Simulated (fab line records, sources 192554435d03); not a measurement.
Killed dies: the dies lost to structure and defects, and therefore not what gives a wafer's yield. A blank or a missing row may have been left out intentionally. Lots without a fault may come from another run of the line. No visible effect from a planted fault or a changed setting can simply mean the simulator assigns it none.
A struck lot beside a sound one | flow n5-finfet | 14 out of 1938 route steps
Sound: these wafers, L481.1, L481.2, L481.6. Wafers L493.4, L493.5, L493.6 were the ones struck. The cause is named last.
Each step with rows lists, per side, the tool, then ch with its chambers, then its first start. Under that, the readings that differ: sound wafers | struck wafers | difference of the means | sigmas: that difference in standard deviations of wafers without a fault.
alike: a reading whose means differ by less than 2 such deviations, as well as words and numbers matching on both sides. not compared: withheld readings; readings where some wafer has no value; bounds like >300 that might hide an equal value; numbers whose values overlap and for which the record gives no deviation.
A row with sigmas, a row that says differs or no value, or rows on one side alone: a step with any of these is where the two part. Numbers that have no deviation but don't overlap get no sigmas and don't part them. A reading that every wafer of one side lacks parts them only if that side has two wafers or more.

N5_SD_EPI_N_EPI_MEAS_23:
  struck on film-metro-02, day 6 08:26; sound on film-metro-02, day 3 08:22
  alike: thk-nm
then, 3 steps without rows for these wafers: N5_SD_EPI_N_PRECLEAN_24 (cleans in O3/DIW, time 60 s); N5_SD_EPI_N_SRD_25 (time 30 s); N5_SD_EPI_N_PRECLEAN_49 (cleans in NF3:NH3, afs cycles 1, time 20 s, sublimation time 60 s).
N5_SD_EPI_N_LINER_46: material SiNx, target thk 3 nm.
  sound on ald-sin-03 ch 0,3, day 3 09:17; struck on ald-sin-02 ch 0,2,3, day 6 08:44
  alike: chamber-pressure-Torr, heater-power-w, susceptor-temp-C
N5_SD_EPI_N_INSPECT_26: inspects for defects (darkfield).
  struck on defect-inspect-01, day 6 09:00; sound on defect-inspect-02, day 3 09:32
  alike: raw-defect-count
then, 6 steps without rows for these wafers: N5_SD_EPI_P_COAT_34 (time 60 s, resist thk 350 nm); N5_SD_EPI_P_COAT_35 (time 60 s, resist thk 35 nm); N5_SD_EPI_P_COAT_03 (resist thk 150 nm); N5_SD_EPI_P_EBR_05; N5_SD_EPI_P_SOFTBAKE_04 (time 60 s); N5_SD_EPI_P_EXPOSE_06 (exposes mask SD P BLK, target cd 240 nm).
N5_SD_EPI_P_PEB_07: peb time 60 s.
  sound on litho-track-04 ch 0, day 3 09:45; struck on litho-track-01, day 6 09:20
  no value came back on the struck wafers for chill-plate-temp-C (C), exhaust-pa (Pa), peb-time-s (s), resist-line-temp-C (C); on the sound wafers chill-plate-temp-C (C) reads 22.96 22.84 22.87
then, 1 step without rows for these wafers: N5_SD_EPI_P_DEVELOP_08 (develop time 30 s).

## WHERE THEY PART
N5_SD_EPI_P_PEB_07 only, going by this record.

WHY: the cause the simulator had injected
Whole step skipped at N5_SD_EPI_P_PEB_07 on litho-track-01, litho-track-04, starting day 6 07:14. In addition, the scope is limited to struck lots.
